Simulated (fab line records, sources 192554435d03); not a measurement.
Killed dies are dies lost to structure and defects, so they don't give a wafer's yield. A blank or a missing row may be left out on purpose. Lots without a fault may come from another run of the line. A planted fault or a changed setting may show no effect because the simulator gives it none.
fab line records | flow n5_finfet
record lots=3 wafers=9 last_day=17
route steps=1938 shown BEOL_M4@1099 BEOL_M5@1112 BEOL_M8@1336 PASSIVATION@1936
lots that met no fault: from a run of the same line without faults
start_h: hours from the record's first day to the start of the lot's first wafer shown | wait_h: hours since the lot's step before | " the same as in the row above | L1.1+2: a row that stands for several wafers | - no value, or no start given | * or withheld: withheld | < > ~ a bound
route shown NAME@n: a module of which the file shows steps, and the number in the route of the first | usual: mean/standard deviation of fault-free wafers | same: alike in all rows | chamber/n: place in a boat | sites: the reading at each site | _std_site: their standard deviation | _edge_site: outer sites' mean less inner sites' | radius_mm: how far each site lies from the wafer's centre | mask NAME#n: copy n | behind: the tool/chamber that last shaped the wafer | hold: why the lot was held/for how many hours/how that ended | device: the transistor (n, p or np) that didn't switch | end of line: the same wafers' tests at the end of the route | a step without rows: its recipe alone | killed: dies lost to structure and defects at the first sort, not the wafer's yield | map: a wafer's dies, x killed, . not, _ none there
set.NAME: the setting as run; set.NAME@STEP: as run at that earlier step | model.NAME: the simulator's own value behind a step, which no gauge read
lots at some steps of the route; a table a step, a row a wafer
services: from which hour (start_h, from the record's first day; less than 0 if before it) a tool's chamber was out of use, for how many hours, and why
## steps
# step N5_BEOL_M4_ANNEAL_95
# recipe temp_c=400 time_s=240 ambient=vacuum
# step N5_BEOL_M4_SPUTTER_96
# recipe material=Cu target_thk_a=45 temp_c=-20 chamber_pressure_pa=0.07 power_w=withheld time_s=8.29
# step N5_BEOL_M4_ECD_50
# recipe material=Cu target_thk_a=3000
# step N5_BEOL_M4_ANNEAL_51
# recipe temp_c=225 time_s=90 ambient=N2
# step N5_BEOL_M4_CMP_52
# recipe stop_on=SiOC t_overpolish_s=6.8 down_force_psi=1 platen_rpm=50 clearing_platen_down_force_psi=1.5 clearing_platen_rpm=50 post_cmp_clean=cu_alkaline target_thk_nm=40 clearing_platen_pad_velocity_m_s=0.99484 pad_velocity_m_s=0.99484
# step N5_BEOL_M4_PRE_CLEAN_60
# recipe gas=NH3/H2 time_s=15 temp_c=* rf_power_w=300
# step N5_BEOL_M4_CO_CAP_55
# recipe material=Co target_thk_a=20 temp_c=200 precursor=CCTBA/H2 pressure_torr=30 time_s=102.1
# step N5_BEOL_M4_PRE_CLEAN_56
# recipe gas=NH3 time_s=15 temp_c=withheld rf_power_w=300
# step N5_BEOL_M4_DEP_57
# recipe material=SiCN target_thk_a=80 temp_c=withheld precursor=3MS/NH3 pressure_torr=3 rf_w=202 time_s=14
# step N5_BEOL_M4_RC_MEAS_101
# usual DIBL_N=36.1/1.5 DIBL_P=36.1/1.9 IOFF_N=0.159/0.029 IOFF_P=0.21/0.038 ION_N=675/11 ION_P=464/8.1 SS_N=71.5/0.57 SS_P=73.3/0.64 VT_N=249/3.1 VT_P=-250/3.8
# columns lot.wafer tool chamber start_h wait_h DIBL_N[mV/V] DIBL_P[mV/V] IOFF_N[nA/um] IOFF_P[nA/um] ION_N[uA/um] ION_P[uA/um] SS_N[mV/dec] SS_P[mV/dec] VT_N[mV] VT_P[mV]
L421.1 prober-01 0 158.44 0.0 37.8 38.6 0.157 0.23 676 466 71.5 74.0 250 -252
L421.2 " 0 " " 36.6 37.6 0.131 0.21 669 459 71.9 72.8 253 -250
L421.3 " 0 " " 36.5 37.0 0.133 0.21 671 466 71.6 72.8 252 -250
L441.3 prober-01 0 281.61 0.3 36.0 36.2 0.162 0.25 686 475 71.7 72.9 249 -242
L441.4 " 0 " " 34.5 34.2 0.131 0.21 674 467 71.0 71.9 248 -245
L441.5 " 0 " " 35.5 35.1 0.150 0.23 684 477 72.2 73.2 251 -246
L444.2 prober-01 0 321.60 0.2 36.2 37.9 0.192 0.27 679 475 71.6 74.0 246 -244
L444.4 " 0 " " 34.7 35.0 0.153 0.21 683 473 71.3 73.3 249 -250
L444.6 " 0 " " 36.2 36.5 0.183 0.23 682 463 71.3 74.1 248 -248
# step N5_BEOL_M5_ILD_DEP_00
# recipe material=SiCOH_lowk target_thk_a=1406.4 temp_c=300 precursor=DEMS/porogen pressure_torr=5 rf_w=500 time_s=25.9
# step N5_BEOL_M5_CURE_79
# recipe temp_c=385 time_s=240 ambient=He/Ar material=SiCOH_lowk
# step N5_BEOL_M5_PECVD_70
# recipe material=SiO2 target_thk_a=160 temp_c=400 precursor=TEOS/O2 pressure_torr=5.5 rf_w=450 teos_flow_sccm=53.8 gas=O2 flow_sccm=3000 time_s=18
# step N5_BEOL_M5_HM_DEP_02
# recipe material=TiN target_thk_a=200 temp_c=25 chamber_pressure_pa=0.49996
# step N5_BEOL_M5_COAT_59
# recipe resist=SOC temp_c=250 time_s=60 spin_rpm=1500 resist_thk_nm=60
# step N5_BEOL_M5_COAT_60
# recipe resist=SiARC temp_c=220 time_s=60 spin_rpm=1500 resist_thk_nm=12
# step N5_BEOL_M5_COAT_71
# recipe resist=underlayer temp_c=205 time_s=60 spin_rpm=1500 resist_thk_nm=5
# step N5_BEOL_M5_COAT_05
# recipe resist=CAR-EUV spin_rpm=1500 resist_thk_nm=30
# step N5_BEOL_M5_EBR_07
# recipe solvent=PGMEA ebr_width_mm=1.5
# step N5_BEOL_M5_SOFTBAKE_06
# recipe temp_c=110 time_s=60 resist=CAR-EUV
# step N5_BEOL_M5_EXPOSE_08
# recipe mask_id=M5 na=0.33 source_shape=annular sigma_inner=0.4 sigma_outer=0.8 polarization=unpolarized target_cd_nm=28 dose_mj=35.75
# step N5_BEOL_M5_PEB_09
# recipe peb_temp_c=100 peb_time_s=60 resist=CAR-EUV
# step N5_BEOL_M5_DEVELOP_10
# recipe develop_time_s=30 developer=TMAH resist=CAR-EUV rinse_liquid=surfactant_rinse dry=air_spin dev_temp_c=23
# step N5_BEOL_M5_DESCUM_16
# recipe chemistry=O2 time_s=7 source_power_w=50 bias_power_w=20 pressure_mtorr=20 rf_frequency_hz=2.712e+07 temp_c=40 resist=CAR-EUV o2_flow_sccm=225
# step N5_BEOL_M5_ETCH_72
# recipe chemistry=N2/H2 target=underlayer target_depth_a=65 mask_material=CAR-EUV time_s=5.2 ion_energy_ev=200 pressure_mtorr=30 source_w=840 bias_w=150 n2_flow_sccm=200 h2_flow_sccm=200 ends=cleared
# step N5_BEOL_M5_ETCH_61
# recipe chemistry=CF4 target=SiARC target_depth_a=156 mask_material=CAR-EUV time_s=26 ion_energy_ev=80 pressure_mtorr=40 source_w=545 bias_w=36 Ar_flow_sccm=100 cf4_flow_sccm=100 ends=cleared
# step N5_BEOL_M5_ETCH_62
# recipe chemistry=N2/H2 target=SOC target_depth_a=750 overetch_a=150 mask_material=SiARC temp_c=40 time_s=112.5 ion_energy_ev=200 pressure_mtorr=30 source_w=840 bias_w=150 n2_flow_sccm=200 h2_flow_sccm=200
# step N5_BEOL_M5_STRIP_63
# recipe chemistry=N2/H2 temp_c=40 n2_flow_sccm=200 h2_flow_sccm=200 rf_frequency_hz=6e+07
# step N5_BEOL_M5_STRIP_73
# recipe chemistry=N2/H2 temp_c=40 n2_flow_sccm=200 h2_flow_sccm=200 rf_frequency_hz=6e+07
# step N5_BEOL_M5_STRIP_64
# recipe chemistry=CF4 resist=SiARC power_w=300 bias_power_w=75 pressure_mtorr=50 cf4_flow_sccm=150 rf_frequency_hz=6e+07
# step N5_BEOL_M5_HM_OPEN_17
# recipe chemistry=Cl2/BCl3 target_depth_a=200 overetch_a=60 target=TiN mask_material=SOC ion_energy_ev=150 pressure_mtorr=10 icp_w=1000 bias_w=126 Cl2_flow_sccm=53.25 bcl3_flow_sccm=21.75 Ar_flow_sccm=25
# step N5_BEOL_M5_STRIP_19
# recipe chemistry=O2 power_w=400 temp_c=40 pressure_mtorr=30 rf_frequency_hz=6e+07 bias_power_w=0 overash_fraction=0.2 o2_flow_sccm=225
# step N5_BEOL_M5_COAT_65
# recipe resist=SOC temp_c=250 time_s=60 spin_rpm=1500 resist_thk_nm=60
# step N5_BEOL_M5_COAT_66
# recipe resist=SiARC temp_c=220 time_s=60 spin_rpm=1500 resist_thk_nm=12
# step N5_BEOL_M8_HM_DEP_02
# recipe material=TiN target_thk_a=200 temp_c=25 chamber_pressure_pa=0.49996
# usual throttle_valve_pct=29.4/1.2
# columns lot.wafer tool chamber start_h wait_h throttle_valve_pct model.TiN_of_BEOL_M8_HM_DEP_02.thk_nm
L421.1 pvd_sputter-01 - 184.81 2.0 27.3 19.8
L421.2 " - " " 30.1 20
L421.3 " - " " 28.1 19.6
L441.3 pvd_sputter-02 - 307.67 0.9 28.8 20.2
L441.4 " - " " 30.1 20
L441.5 " - " " 29.4 20
L444.2 pvd_sputter-01 - 350.06 0.3 30.0 26.4
L444.4 " - " " 27.4 26.6
L444.6 " - " " 30.2 19.8
# step N5_BEOL_M8_HM_OPEN_17
# recipe chemistry=Cl2/BCl3 target_depth_a=200 overetch_a=60 target=TiN mask_material=SOC ion_energy_ev=150 pressure_mtorr=10 icp_w=1000 bias_w=126 Cl2_flow_sccm=53.25 bcl3_flow_sccm=21.75 Ar_flow_sccm=25
# usual drypump_motor_current_A=5.55/0.15 mfc_cl2_sccm=53.27/0.15 oes_product_au=0.62/0.1 throttle_valve_pct=22.21/0.17
# columns lot.wafer tool chamber start_h wait_h drypump_motor_current_A mfc_cl2_sccm oes_product_au rf_hours_counter_h throttle_valve_pct model.etch.depth_nm
L421.1 rie_metal-01 0 185.68 0.0 5.29 53.07 0.68 32 22.07 19.81
L421.2 " 1 " " 5.69 53.32 0.59 73 22.04 19.91
L421.3 " 1 " " 5.68 53.55 0.58 - 22.07 19.64
L441.3 rie_metal-03 0 308.44 0.1 5.49 53.24 0.84 - 22.03 20.2
L441.4 " 1 " " 5.59 52.80 0.81 - 22.26 19.94
L441.5 " 1 " " 5.60 53.06 0.80 - 22.27 19.95
L444.2 rie_metal-02 0 351.13 0.0 5.88 53.25 0.79 27 22.15 24.82
L444.4 " 1 " " 5.65 53.36 0.91 - 21.81 25.82
L444.6 " 1 " " 5.65 53.25 0.78 - 21.98 19.78
# step N5_BEOL_M8_TRENCH_ETCH_37
# recipe chemistry=C4F6/O2 target_depth_a=934.78 target=SiCOH_lowk time_s=31.2 ion_energy_ev=250 pressure_mtorr=30 source_w=345 bias_w=185 Ar_flow_sccm=300 C4F6_flow_sccm=10 O2_flow_sccm=10
# usual drypump_motor_current_A=5.6/0.54 oes_product_au=0.82/0.057 rf_vpp_V=666/7 showerhead_plenum_p_Torr=2.87/0.11 throttle_valve_pct=20.87/0.14
# columns lot.wafer tool chamber start_h wait_h drypump_motor_current_A oes_product_au rf_hours_counter_h rf_vpp_V showerhead_plenum_p_Torr throttle_valve_pct model.TiN_of_BEOL_M8_HM_DEP_02.thk_nm
L421.1 rie_diel-02 2 - - 5.8 0.81 85 653 2.98 20.74 17.2
L421.2 " 3 " " 4.7 0.81 77 665 2.75 20.95 17.2
L421.3 " 1 " " 5.6 0.83 66 662 2.86 20.59 17
L441.3 rie_diel-01 1 - - 5.3 0.97 6 665 2.79 20.75 17.4
L441.4 " 3 " " 5.7 0.78 89 664 2.75 20.94 17.2
L441.5 " 2 " " 6.4 0.84 - 659 2.77 20.75 17.2
L444.2 rie_diel-06 1 - - 6.6 0.74 168 666 2.71 20.98 23.8
L444.4 " 2 " " 5.4 0.82 94 670 2.99 21.10 23.8
L444.6 " 3 " " 5.2 0.80 - 677 2.96 20.90 17
# step N5_BEOL_M8_OCD_MEAS_38
# usual trench_depth_nm=93.4/1.3
# columns lot.wafer tool chamber start_h wait_h trench_depth_nm
L421.1 ocd-02 - 187.13 - 93.4
L421.2 " - " " 92.2
L421.3 " - " " 94.3
L441.3 ocd-01 - 309.59 - 94.4
L441.4 " - " " 92.1
L441.5 " - " " 93.1
L444.2 ocd-01 - 353.72 - 75.4
L444.4 " - " " 91.9
L444.6 " - " " 94.9
# step N5_PASSIVATION_PROBE_49
# usual defect_limited_yield=91.5/1.6 killed_at_M0_to_M3=33/10 killed_at_M4_up=13/5.6 killed_at_contacts=13/6 killed_at_front_end=39/12 killed_at_other=3.0/2.8 killed_dies=101/19 killed_open=65/13 killed_short=32/8.3 sort_bin_5_function=5.0/1 sort_bin_6_memory=3.1/0.69 sort_n_pass=1079/19 sort_yield_pct=91.5/1.6
# same gross_dies=1180 killed_at_back_side=0 sort_bin_4_leakage[%]=0 sort_bin_8_speed[%]=0
# columns lot.wafer tool chamber start_h wait_h defect_limited_yield[%] killed_at_M0_to_M3 killed_at_M4_up killed_at_contacts killed_at_front_end killed_at_other killed_dies killed_open killed_short sort_bin_5_function[%] sort_bin_6_memory[%] sort_n_pass sort_yield_pct[%]
L444.2 prober-01 - 416.26 0.1 79.8 15 162 15 41 5 238 57 30 17.0 2.9 942 79.8
L444.4 prober-01 - 416.36 0.2 88.7 25 40 16 52 0 133 69 33 7.4 3.6 1047 88.7
# killed by level:class
L444.2 BEOL_M8:area_open=146 STI_FIN_REVEAL:geometric_particle:open=10 MOL_CONTACT_COAG:geometric_particle:open=9 FIN_SAQP:geometric_particle:open=8 MOL_CONTACT_COAG:geometric_particle:short=6 BEOL_M0_SAQP:geometric_particle:short=6 BEOL_M4:geometric_particle:open=6 FIN_SAQP:geometric_particle:short=4
L444.4 BEOL_M8:area_open=29 STI_FIN_REVEAL:geometric_particle:open=16 MOL_CONTACT_COAG:geometric_particle:open=15 FIN_SAQP:geometric_particle:open=9 BEOL_M0_SAQP:geometric_particle:short=7 BEOL_M2:geometric_particle:open=5 FIN_SAQP:geometric_particle:short=4 STI_FIN_REVEAL:geometric_particle:short=4
# map L444.2 (x killed, . not)
_________________........xxx.________________
______________...x.......x......_____________
___________.............x..x.......__________
__________.................xxxx...x._________
________xx............x.............x._______
_______........x..xx.........x.........______
______....x.....xx..x.....x..x..x.xxxx.._____
_____....xx.x..x.x.........x.x...xxxxx...____
____...x..x.....x...x..x..........xx.x....___
___........x.x...xx..xx....x......xx.......__
___x........................x.............x__
__...x..........x..............x............_
__xxx.x........x.....x..xx...x.....x.x....x._
_....x...x..x.x..x.x....x...................x
_x..x......x.....xxx...............x....x.xx.
_xx...x.x..x......xxxx..x......x..xx......xx.
_..xx..xxx.xx....xxx.xx.............xx...x...
_xx.xxx...........x.x.x.........xxx.....xx...
_x.x.x...x...x.............x....x.xx.......x.
_.................xxx......x.x..xxx..........
_....x............xx.xxxx..............x....x
__x.xx.......x.....xxx.xx...x.....x..x......_
__.x...x..x...x...xxxxx.......xx..xx.x......_
___..x....x......x.......x........x..x.x.x.__
___...........x.xx...x..........x.....x..x.__
____.........x......xx.....x.........x..x.___
_____...x........................x....x..____
______.........x.........x....x...x....._____
_______.......................x.x.x....______
________...........x....x.x.x........._______
__________x......x...........x......_________
___________........x...x.x.x.......__________
______________.......x.........._____________
_________________xx....x.....________________
# map L421.1 (x killed, . not)
_________________.x..........________________
______________...x.........x...x_____________
___________xxx.x.......x....x......__________
__________.............x....x......._________
________...x..................x...xx.x_______
_______...........x..x....x..x.........______
______..................x..xx..x....x..._____
_____..x....x...x..........xx............____
____..x.............x......x.......x......___
___....x..x...........x.......x.x..........__
___..........x......x....x.........x.xx....__
__x........x.x......x.x...x...........x....._
__...x......xx.............................._
_x...............x.x..x.................x....
_..x........x.........x.......x.....x........
_.x..................x.................x.....
_........x....................xx.........x...
_............................x..xx...x.......
_.................x..........................
_..........x....x.....................x......
_.............x.x............................
__........x.....x...x..............x........_
__....................x.x............x.x...._
___...............x.......................x__
___....x...x..x......x...x.................__
____......x......xx........x......x.......___
_____...............x....x...............____
______................x.........x......._____
_______....x..x.....x..x.x...x.........______
________......x..........x............_______
__________.........................._________
___________xx...xx...x.....x.......__________
______________........xx.......x_____________
_________________...........x________________
## services
# columns tool chamber start_h hours kind
rie_metal-03 0 161.49 16.5 repair
rie_diel-06 3 219.51 1.4 repair
rie_diel-01 0 239.19 - clean
rie_diel-01 0 239.19 - consumable_replace:focus_ring
rie_diel-01 0 239.19 - consumable_replace:showerhead
rie_diel-01 0 239.19 32.1 scheduled_down
rie_diel-01 0 239.19 32.1 vent_cycle
rie_diel-02 1 259.35 18.6 repair
rie_metal-02 1 261.93 - clean
rie_metal-02 1 261.93 24.4 scheduled_down
rie_metal-02 1 261.93 24.4 vent_cycle
rie_metal-03 1 262.40 - clean
rie_metal-03 1 262.40 22.1 scheduled_down
rie_metal-03 1 262.40 22.1 vent_cycle
rie_diel-01 1 271.35 - clean
rie_diel-01 1 271.35 - consumable_replace:focus_ring
rie_diel-01 1 271.35 14.4 scheduled_down
rie_diel-01 1 271.35 14.4 vent_cycle
rie_metal-03 0 284.50 - clean
rie_metal-03 0 284.50 13.2 scheduled_down
rie_metal-03 0 284.50 13.2 vent_cycle
rie_diel-02 3 329.31 13.5 repair
## key
first_sign step=N5_BEOL_M8_OCD_MEAS_38 reading=trench_depth_nm direction=down sigmas=7.4 usual=93.4 struck=83.6
effect step=N5_PASSIVATION_PROBE_49 reading=killed_at_M4_up direction=up sigmas=16 usual=13 struck=101
model_effect step=N5_BEOL_M8_HM_DEP_02 value=TiN_of_BEOL_M8_HM_DEP_02.thk_nm without=19.6 struck=26.5
model_effect step=N5_BEOL_M8_HM_OPEN_17 value=etch.depth_nm without=19.6 struck=25.32
model_effect step=N5_BEOL_M8_TRENCH_ETCH_37 value=TiN_of_BEOL_M8_HM_DEP_02.thk_nm without=17 struck=23.8
more_kills_born_at N5_BEOL_M8_HM_OPEN_17@rie_metal-02=175
met_at N5_BEOL_M8_HM_DEP_02
struck_wafers L444.2,L444.4
onset_between 184.81 350.06
fault kind=process_parameter_drift tool=pvd_sputter-01 chamber=- onset_h=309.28 steps=N5_BEOL_M8_HM_DEP_02 channel=target_thk_a offset=* shape=step end_h=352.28 scope=struck_wafers_only acts_in=* stated=*
